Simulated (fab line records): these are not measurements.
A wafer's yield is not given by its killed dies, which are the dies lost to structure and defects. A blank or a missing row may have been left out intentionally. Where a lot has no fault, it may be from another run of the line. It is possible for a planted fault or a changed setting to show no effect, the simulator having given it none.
A lot that was struck, set against a sound lot ; flow nand-harc ; 20 steps out of a route of 1302
Sound: wafers L416.1, L416.3, L416.6. Struck: wafer L437.5. (L437.1, L437.3 of the same lot were not struck and are left out.) The cause comes at the end.
Order at every step that has rows: each side's tool, ch and its chambers, its first start. Under that, the readings that differ: sound wafers ; struck wafers ; difference of the means ; sigmas: that difference in standard deviations of wafers without a fault.
alike: readings with means less than 2 such deviations apart, plus words and numbers identical on both sides. not compared: withheld readings, readings lacking a value on some wafer, bounds such as >300 that could conceal the same value, and numbers that have no deviation in the record and whose values overlap.
The two part at a step that has a row with sigmas, a row that says differs or no value, or rows on one side only. Numbers that have no deviation but don't overlap get no sigmas and don't part them. A reading that every wafer of one side lacks parts them only if that side has two wafers or more.

NHARC_P_CONTACT_CMP_24: polishes, t overpolish 30 s, target thk 200 nm.
  sound on cmp-01 ch 0,2,3, day 6 16:09; struck on cmp-03 ch 1, day 15 17:28
reading;sound;struck;difference;sigmas
motor-current-A (A);15.6 11.9 13.1;11.1;-2.4;-2
  alike: overpolish-run-s, retaining-ring-pressure-frac, slurry-flow-ml-min, time-to-endpoint-s
after that, 1 step had no rows for these wafers: NHARC_P_CONTACT_SRD_26.
NHARC_P_CONTACT_INSPECT_27:
  sound: defect-inspect-02 at day 6 16:33; struck: defect-inspect-02 at day 15 17:50
  alike: raw-defect-count
then, 8 steps without rows for these wafers: NHARC_P_M0_DEP_00 (deposits SiOC, target thk 150 nm); NHARC_P_M0_DEHYDRATE_01 (time 120 s); NHARC_P_M0_HMDS_02 (time 30 s); NHARC_P_M0_COAT_33 (time 65 s); NHARC_P_M0_COAT_03 (resist thk 90 nm); NHARC_P_M0_SOFTBAKE_04 (time 55 s); NHARC_P_M0_EBR_05; NHARC_P_M0_EXPOSE_06 (exposes mask P M0, target cd 90 nm).
NHARC_P_M0_PEB_07: peb time 65 s.
  sound on litho-track-06 ch 0, day 6 17:23; struck on litho-track-01 ch 0, day 15 18:33
reading;sound;struck;difference;sigmas
heater-power-total-W (W);156.4 157.1 157.0;222.3;+65.5;+99 or more
then, 1 step without rows for these wafers: NHARC_P_M0_DEVELOP_08 (develop time 35 s).
NHARC_P_M0_CD_MEAS_09: the cd target is 90 nm.
  sound on cd-sem-02 ch 0, day 6 17:27; struck on cd-sem-03 ch 0, day 15 18:37
reading;sound;struck;difference;sigmas
cd-nm (nm);90.7 89.9 89.7;65.0;-25.1;-52
NHARC_P_M0_OVL_MEAS_10: pitch 180 nm.
  sound: overlay-01 at day 6 17:32; struck: overlay-01 at day 15 18:43
reading;sound;struck;difference;sigmas
overlay-x-nm (nm);-0.5 -0.4 -0.7;1.8;+2.3;+3
  alike: overlay-y-nm
NHARC_P_M0_INSPECT_11:
  sound: defect-inspect-02 at day 6 17:35; struck: defect-inspect-01 at day 15 18:45
  alike: raw-defect-count
NHARC_P_M0_DESCUM_14: chemistry O2, time 3 s.
  sound on rie-diel-01 ch 1,2,3, day 6 17:38; struck on rie-diel-08 ch 3, day 15 18:49
reading;sound;struck;difference;sigmas
model.P_M0.cd-nm (nm);90.39 90.25 89.47;65.38;-24.66;
  alike: drypump-motor-current-A, mfc-ar-sccm, oes-product-au, rf-vpp-V, showerhead-plenum-p-Torr, throttle-valve-pct
  not compared: rf-hours-counter-h
NHARC_P_M0_ETCH_34: etches the open film in N2/H2, target depth 40 nm, overetch 12 nm, time 43.94 s.
  sound on rie-diel-01 ch 1,2, day 6 17:44; struck on rie-diel-08 ch 3, day 15 18:55
reading;sound;struck;difference;sigmas
rf-vpp-V (V);430.7 426.3 432.1;435.2;+5.5;+2
  alike: drypump-motor-current-A, mfc-ar-sccm, oes-product-au, rf-fwd-power-W, showerhead-plenum-p-Torr, throttle-valve-pct
  not compared: rf-hours-counter-h
NHARC_P_M0_ETCH_15: etches the open film in C4F8/Ar, target depth 150 nm, overetch 15 nm, time 82.5 s.
  sound on rie-diel-01 ch 1,3; struck on rie-diel-08 ch 1
reading;sound;struck;difference;sigmas
oes-product-au (a.u.);0.924 0.915 0.910;0.977;+0.061;+3
model.P_M0.cd-nm (nm);89.97 90.34 89.07;65.34;-24.45;
  alike: rf-fwd-power-W, rf-vpp-V
  not compared: rf-hours-counter-h
NHARC_P_M0_CD_MEAS_16:
  sound: cd-sem-03 at day 6 17:56; struck: cd-sem-03 at day 15 19:07
reading;sound;struck;difference;sigmas
cd-nm (nm);90.1 90.4 89.2;65.2;-24.7;-40

== WHERE THEY PART ==
Last at NHARC_P_M0_CD_MEAS_16 as far as this record goes, first at NHARC_P_CONTACT_CMP_24.

WHY: what had been put in by the simulator
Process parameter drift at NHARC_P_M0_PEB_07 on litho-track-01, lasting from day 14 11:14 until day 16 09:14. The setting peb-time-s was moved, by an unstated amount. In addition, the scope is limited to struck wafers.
